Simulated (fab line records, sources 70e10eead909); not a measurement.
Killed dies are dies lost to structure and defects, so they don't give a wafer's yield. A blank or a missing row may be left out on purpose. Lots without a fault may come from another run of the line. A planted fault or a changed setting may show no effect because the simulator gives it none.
Which tool did it? | flow nand_harc | 12 lots, 36 wafers sampled, at 6 steps of a route of 1302

WHAT THE GAUGES READ, wafer by wafer
NHARC_A_CHANNEL_HOLE_D2_CD_MEAS_10: target cd 100 nm.
lot  | measured     | on        | cd_nm (nm)
L640 | day 12 21:40 | cd_sem-01 | 100.6 100.7 99.9
L643 | day 14 08:25 | cd_sem-03 | 101.1 100.3 100.7
L644 | day 14 09:35 | cd_sem-01 | 100.0 100.5 100.0
L645 | day 15 01:50 | cd_sem-01 | 100.0 100.4 100.5
L646 | day 15 04:14 | cd_sem-03 | 98.8 99.7 99.6
L647 | day 15 21:55 | cd_sem-01 | 100.2 100.8 99.6
L648 | day 16 17:59 | cd_sem-03 | 104.4 105.0 105.0
L651 | day 17 10:30 | cd_sem-01 | 104.8 104.4 103.9
L656 | day 20 01:06 | cd_sem-03 | 99.7 99.6 98.8
L660 | day 21 12:58 | cd_sem-01 | 100.7 100.0 99.7
L661 | day 22 09:22 | cd_sem-03 | 100.5 100.1 100.2
L662 | day 22 09:20 | cd_sem-02 | 101.2 100.7 100.6

NHARC_A_CHANNEL_HOLE_D2_OVL_MEAS_11.
lot  | measured     | on         | overlay_x_nm (nm) | overlay_y_nm (nm)
L640 | day 12 21:45 | overlay-01 | -1.6 -1.1 -0.8    | 1.3 1.4 0.7
L643 | day 14 08:30 | overlay-02 | 1.0 1.4 1.0       | -0.1 -0.6 -0.5
L644 | day 14 09:40 | overlay-02 | -1.0 -1.3 -1.0    | 0.0 0.4 0.6
L645 | day 15 01:55 | overlay-02 | -0.3 -0.1 -0.6    | -0.2 0.2 0.5
L646 | day 15 04:20 | overlay-02 | 1.0 1.1 1.2       | 0.5 0.6 0.3
L647 | day 15 22:01 | overlay-01 | 0.3 0.2 -0.4      | 0.2 0.6 0.0
L648 | day 16 18:05 | overlay-02 | -0.5 -0.1 -0.3    | 0.1 0.5 0.4
L651 | day 17 10:35 | overlay-01 | 0.3 0.4 0.4       | -0.4 -0.6 -0.3
L656 | day 20 01:11 | overlay-01 | 0.6 0.7 0.0       | 0.3 0.5 0.9
L660 | day 21 13:02 | overlay-01 | 0.4 0.6 0.5       | 0.3 0.6 0.9
L661 | day 22 09:28 | overlay-02 | 0.8 0.4 0.9       | 0.3 0.0 0.2
L662 | day 22 09:26 | overlay-01 | -0.1 0.0 -0.4     | 1.0 0.7 0.1

NHARC_END_SORT_01.
lot  | measured     | on        | killed_at_array | killed_at_other | killed_at_periphery | killed_dies | killed_open | killed_short
L640 | day 24 18:54 | prober-01 | 90 102 71       | 0 0 2           | 3 1 3               | 93 103 76   | 2 4 1       | 2 0 1
L648 | day 27 20:20 | prober-02 | 138 111 113     | 1 1 0           | 5 1 2               | 144 113 115 | 2 1 0       | 5 1 3
L651 | day 28 22:20 | prober-01 | 55 56 62        | 2 2 3           | 4 6 6               | 61 64 71    | 2 4 3       | 3 2 4
L660 | day 32 22:00 | prober-01 | 37 27 28        | 0 0 1           | 2 5 2               | 39 32 31    | 7 7 5       | 1 1 0

WHICH TOOL RAN EACH LOT (tool, then ch and the chambers of the sampled wafers, then the start)
lot  | NHARC_A_ONON_D2_DEP_33          | NHARC_A_CHANNEL_HOLE_D2_EXPOSE_07  | NHARC_A_CHANNEL_HOLE_D2_ETCH_16
L640 | pecvd-01 ch 0,1,2, day 12 18:34 | arfi_scanner-02 ch 0, day 12 21:31 | rie_diel-04 ch 1,2,3, day 24 18:54 or earlier
L643 | pecvd-02 ch 0,1,2, day 14 04:08 | arfi_scanner-02 ch 0, day 14 08:16 | rie_diel-04 ch 0,2,3, no start
L644 | pecvd-04 ch 0,1,2, day 14 04:11 | arfi_scanner-02 ch 0, day 14 09:26 | rie_diel-08 ch 0,1,3, no start
L645 | pecvd-02 ch 0,1, day 14 19:28   | arfi_scanner-03 ch 0, day 15 01:41 | rie_diel-04 ch 0,1,2, no start
L646 | pecvd-04 ch 1,2, day 15 00:59   | arfi_scanner-02 ch 0, day 15 04:06 | rie_diel-04 ch 0,3, no start
L647 | pecvd-01 ch 0,1,2, day 15 18:43 | arfi_scanner-03 ch 0, day 15 21:47 | rie_diel-09 ch 0,2,3, no start
L648 | pecvd-02 ch 0,1,2, day 16 12:25 | arfi_scanner-03 ch 0, day 16 17:51 | rie_diel-09 ch 0,2,3, day 27 20:20 or earlier
L651 | pecvd-01 ch 0,2, day 17 06:05   | arfi_scanner-03 ch 0, day 17 10:22 | rie_diel-08 ch 0,1,3, day 28 22:20 or earlier
L656 | pecvd-01 ch 0,2, day 19 18:41   | arfi_scanner-02 ch 0, day 20 00:58 | rie_diel-04 ch 2,3, no start
L660 | pecvd-02 ch 0,2, day 21 07:36   | arfi_scanner-01 ch 0, day 21 12:49 | rie_diel-08 ch 0,1,2, day 32 22:00 or earlier
L661 | pecvd-01 ch 0,1,2, day 22 06:12 | arfi_scanner-02 ch 0, day 22 09:14 | rie_diel-09 ch 1,2,3, no start
L662 | pecvd-02 ch 1,2, day 22 06:14   | arfi_scanner-02 ch 0, day 22 09:12 | rie_diel-04 ch 1,2,3, no start
- NHARC_A_ONON_D2_DEP_33: deposits SiO2, target thk 200 nm.
- NHARC_A_CHANNEL_HOLE_D2_EXPOSE_07: exposes mask HOLE D2, target cd 100 nm.
- NHARC_A_CHANNEL_HOLE_D2_ETCH_16: etches the open film in O2/COS, target depth 3100 nm, time 806 s.

WHAT THE TOOLS THEMSELVES READ (means of the sampled wafers that have a number; where no wafer has one, the mark that the record gives instead)
NHARC_A_ONON_D2_DEP_33.
lot  | tool     | heater_power_w (W) | throttle_valve_pct (%)
L640 | pecvd-01 | 547                | 16.2
L643 | pecvd-02 | 614                | 15.4
L644 | pecvd-04 | 465                | 15.5
L645 | pecvd-02 | 543                | 15.7
L646 | pecvd-04 | 493                | 15.3
L647 | pecvd-01 | 551                | 16.3
L648 | pecvd-02 | 586                | 15.4
L651 | pecvd-01 | 520                | 15.8
L656 | pecvd-01 | 542                | 15.9
L660 | pecvd-02 | 564                | 15.2
L661 | pecvd-01 | 580                | 15.7
L662 | pecvd-02 | 552                | 15.5

NHARC_A_CHANNEL_HOLE_D2_EXPOSE_07.
lot  | tool            | exposure_dose_mJ_cm2
L640 | arfi_scanner-02 | 59.62
L643 | arfi_scanner-02 | 59.58
L644 | arfi_scanner-02 | 59.62
L645 | arfi_scanner-03 | 59.52
L646 | arfi_scanner-02 | 59.66
L647 | arfi_scanner-03 | 59.60
L648 | arfi_scanner-03 | 65.40
L651 | arfi_scanner-03 | 64.23
L656 | arfi_scanner-02 | 59.58
L660 | arfi_scanner-01 | 59.66
L661 | arfi_scanner-02 | 59.58
L662 | arfi_scanner-02 | 59.57

NHARC_A_CHANNEL_HOLE_D2_ETCH_16.
lot  | tool        | drypump_motor_current_A (A) | oes_product_au (a.u.) | rf_vpp_V (V) | showerhead_plenum_p_Torr (Torr) | throttle_valve_pct (%)
L640 | rie_diel-04 | 5.6                         | 0.991                 | 315.8        | 3.24                            | 28.333
L643 | rie_diel-04 | 5.3                         | 1.002                 | 314.2        | 3.15                            | 28.332
L644 | rie_diel-08 | 5.9                         | 1.000                 | 315.7        | 3.19                            | 28.317
L645 | rie_diel-04 | 5.4                         | 0.998                 | 315.4        | 3.24                            | 28.328
L646 | rie_diel-04 | 5.3                         | 1.005                 | 313.5        | 3.06                            | 28.325
L647 | rie_diel-09 | 6.0                         | 0.998                 | 314.6        | 3.20                            | 28.330
L648 | rie_diel-09 | 6.0                         | 0.995                 | 315.1        | 3.20                            | 28.332
L651 | rie_diel-08 | 5.9                         | 0.998                 | 315.6        | 3.19                            | 28.333
L656 | rie_diel-04 | 5.4                         | 0.998                 | 316.1        | 3.24                            | 28.319
L660 | rie_diel-08 | 6.0                         | 1.005                 | 314.8        | 3.17                            | 28.333
L661 | rie_diel-09 | 5.7                         | 0.994                 | 315.4        | 3.22                            | 28.333
L662 | rie_diel-04 | 5.6                         | 0.993                 | 316.1        | 3.23                            | 28.328

THE ANSWER, worked out from the rows above alone
Rule: what is usual is taken from the lots themselves. Put in order of their means at a reading, lots are off if they are a third of the lots or fewer, leave a main group of 4 or more, and stand apart from it by a gap of 3 or more times the standard deviation of the main group's means; of several such gaps the widest counts. A main group whose means are all the same, to the digits that the tables above print for the reading, isn't used. A lot without any number at a reading at which 4 lots or more have one is off too. The other lots that the step has rows for count as sound. The gauges are gone through in route order, then the tools' own readings, and for those a lot's mean is taken as printed above. The first step at which some lot is off is used, and at that step the reading that is off furthest; a lot without a number counts as furthest.
Off: L648, L651, at NHARC_A_CHANNEL_HOLE_D2_CD_MEAS_10 (cd_nm). The main group: mean 100.2 nm, standard deviation 0.46.
A tool fits if, at a process step before that reading, it ran every lot that is off, and no sound lot after the first of them. The gauges at NHARC_A_CHANNEL_HOLE_D2_CD_MEAS_10 aren't tried: what is off there is off at NHARC_A_CHANNEL_HOLE_D2_EXPOSE_07 too, on other tools, and a gauge's error can't cause that. One fits: arfi_scanner-03 at NHARC_A_CHANNEL_HOLE_D2_EXPOSE_07. Its last sound lot is L647 (day 15 21:47), its first lot that is off L648 (day 16 17:51): a fault that began between those two fits.
The tool's own readings at NHARC_A_CHANNEL_HOLE_D2_EXPOSE_07 bear it out: on the lots that are off they differ by more than 5 times the standard deviation of the sound lots' means. exposure_dose_mJ_cm2 reads 64.81 there against 59.60 on the sound lots.

WHAT THE SIMULATOR HAD PUT IN
Process parameter drift: arfi_scanner-03, from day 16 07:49 on, at NHARC_A_CHANNEL_HOLE_D2_EXPOSE_07. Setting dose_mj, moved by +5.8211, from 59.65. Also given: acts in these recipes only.
Lots struck among those shown: L648, L651. The rule above found the same.
